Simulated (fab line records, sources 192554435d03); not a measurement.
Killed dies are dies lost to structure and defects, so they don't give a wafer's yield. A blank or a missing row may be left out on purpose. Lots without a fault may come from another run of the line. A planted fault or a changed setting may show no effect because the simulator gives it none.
Chamber matching | flow n5_finfet | N5_SD_EPI_N_LINER_46 on ald_sin-03: 4 sister chambers
The step material SiNx, target thk 3 nm. 4 wafers are shown with their chamber, then 8 later ones without.

WAFERS WITH THEIR CHAMBER
wafer  | chamber | heater_power_w (W)
L087.3 | 2       | 807
L087.4 | 0       | 913
L087.6 | 1       | 692
L088.3 | 3       | 845

WAFERS WITHOUT THEIR CHAMBER
wafer  | heater_power_w (W)
L088.5 | 799
L088.6 | 828
L089.4 | 887
L089.5 | 799
L089.6 | 697
L095.1 | 915
L095.5 | 841
L095.6 | 901

WHICH CHAMBER EACH WENT THROUGH
wafer  | from the rows above     | in truth
L088.5 | 2                       | 2
L088.6 | can't be placed: 3 or 2 | 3
L089.4 | can't be placed: 0 or 3 | 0
L089.5 | 2                       | 2
L089.6 | 1                       | 1
L095.1 | 0                       | 0
L095.5 | 3                       | 3
L095.6 | 0                       | 0
Placed correctly: 6 of 8. Can't be placed from these rows: 2 (the true chamber is among the candidates in 2). Placed wrongly: 0.
How it was worked out, from the rows above alone: a wafer's distance from a chamber is the root of the sum, over the readings, of the square of ((its reading less the chamber's mean) divided by the reading's scatter). The wafer belongs to the nearest chamber; if the next one is less than 2 further off, it can't be placed. A chamber's mean is the mean of its shown wafers. The scatter: with one shown wafer a chamber, the root of the mean of the squares of how far each hidden wafer lies from its nearest shown one.
